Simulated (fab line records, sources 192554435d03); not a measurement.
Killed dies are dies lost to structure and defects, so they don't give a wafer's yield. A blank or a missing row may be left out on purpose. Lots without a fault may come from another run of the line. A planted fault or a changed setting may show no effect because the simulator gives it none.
Split-lot experiment | flow n5_finfet | 7 lots, 21 wafers read, on a route of 1938 steps

THE SPLIT
At N5_FIN_CUT_EXPOSE_05 (exposes mask FIN CUT), the setting dose_mj was moved away from the recipe's 45.75 on 5 of the 21 wafers read, by -7.0% to +6.3%. The other wafers ran this setting at the recipe's value.

FROM THE SPLIT TO THE READING: what the file shows between them, 2 steps
- N5_FIN_CUT_PEB_06: peb time 60 s
- N5_FIN_CUT_DEVELOP_07: develop time 30 s

THE READING
cd_nm, in nm, at N5_FIN_CUT_CD_MEAS_08 (target cd 29.1 nm). Fault-free wafers of this fab line usually give 29.13 nm, standard deviation 0.24 nm.

wafer  | tool, chamber at the split | dose_mj as run | against the recipe | cd_nm, nm | against lot-mates on the recipe
L078.2 | euv_scanner-01, 0          | 45.75          | recipe             | 28.58     | -
L078.4 | euv_scanner-01, 0          | 45.75          | recipe             | 28.55     | -
L078.6 | euv_scanner-01, 0          | 45.75          | recipe             | 29.08     | -
L081.2 | euv_scanner-01, 0          | 45.75          | recipe             | 28.78     | -
L081.3 | euv_scanner-01, 0          | 45.75          | recipe             | 28.94     | -
L081.4 | euv_scanner-01, 0          | 48.63          | +6.3%              | 30.49     | +1.63
L083.2 | euv_scanner-02, 0          | 42.55          | -7.0%              | 27.64     | -1.34
L083.4 | euv_scanner-02, 0          | 45.75          | recipe             | 28.98     | -
L083.5 | euv_scanner-02, 0          | 42.55          | -7.0%              | 27.83     | -1.15
L085.1 | euv_scanner-02, 0          | 45.75          | recipe             | 29.27     | -
L085.2 | euv_scanner-02, 0          | 48.15          | +5.2%              | 29.63     | +0.36
L085.3 | euv_scanner-02, 0          | 48.15          | +5.2%              | 30.14     | +0.87
L089.1 | euv_scanner-01, 0          | 45.75          | recipe             | 28.88     | -
L089.3 | euv_scanner-01, 0          | 45.75          | recipe             | 29.59     | -
L089.5 | euv_scanner-01, 0          | 45.75          | recipe             | 29.24     | -
L092.1 | euv_scanner-02, 0          | 45.75          | recipe             | 29.27     | -
L092.3 | euv_scanner-02, 0          | 45.75          | recipe             | 29.09     | -
L092.6 | euv_scanner-02, 0          | 45.75          | recipe             | 29.21     | -
L095.3 | euv_scanner-02, 0          | 45.75          | recipe             | 29.18     | -
L095.5 | euv_scanner-02, 0          | 45.75          | recipe             | 28.97     | -
L095.6 | euv_scanner-02, 0          | 45.75          | recipe             | 28.73     | -

THE FIT
A straight line over all 21 wafers: cd_nm changes by +0.188 nm for each +1% of dose_mj; r = +0.91; the points scatter about the line by 0.27 nm.
The same after taking each lot's own level away (the mean of its wafers on the recipe; 21 wafers): +0.177 nm for each +1%; r = +0.92; scatter 0.25 nm.
On that fit, the largest move of dose_mj shifts the reading by 1.2 nm.
The lots' own levels span 28.737 to 29.270 nm, that is 2.2 times the standard deviation above.
So the lot-to-lot level changes the slope little: the two slopes agree.
Check: with one of the wafers moved furthest among these (-7.0%) left out of the fit, the line predicts -1.2 nm for it against its lot-mates. It came out at -1.34 nm against them.

OTHER SPLITS ON THESE WAFERS
These wafers also went through other splits before the reading. Each is held against what the fit with the lots' levels taken away leaves over:
other split on the same wafers                    | wafers away from the commonest value | r with cd_nm (lot level and that fit taken away)
N5_PMOS_HMC_CHANNEL_EPI_PEB_07 peb_temp_c         | 10                                   | -0.17
N5_PMOS_HMC_CHANNEL_EPI_DEVELOP_08 develop_time_s | 8                                    | +0.08
N5_FIN_SAQP_DESCUM_21 time_s                      | 12                                   | -0.21
N5_FIN_CUT_COAT_19 spin_rpm                       | 6                                    | -0.09

THE WHOLE CHAIN: every reading that the file lists as answering this split, in the file's order
step                  | what it does                                                | reading                                                               | change (the file's fit)               | r (the file's)
N5_FIN_CUT_CD_MEAS_08 | target cd 29.1 nm                                           | cd_nm                                                                 | +0.191 nm for each +1% of the setting | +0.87
N5_FIN_CUT_ETCH_30    | etches underlayer in N2/H2, target depth 13 nm, time 10.4 s | FIN_CUT.cd_offset_nm (the simulator's own value, which no gauge read) | +0.206 nm for each +1% of the setting | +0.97
N5_FIN_CUT_ETCH_20    | etches SiARC in CF4, target depth 26 nm, time 43.3 s        | FIN_CUT.cd_offset_nm (the simulator's own value, which no gauge read) | +0.202 nm for each +1% of the setting | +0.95

THE FILE'S OWN FIT
cd_nm changes by +0.191 nm for each +1% of dose_mj, r = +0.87.
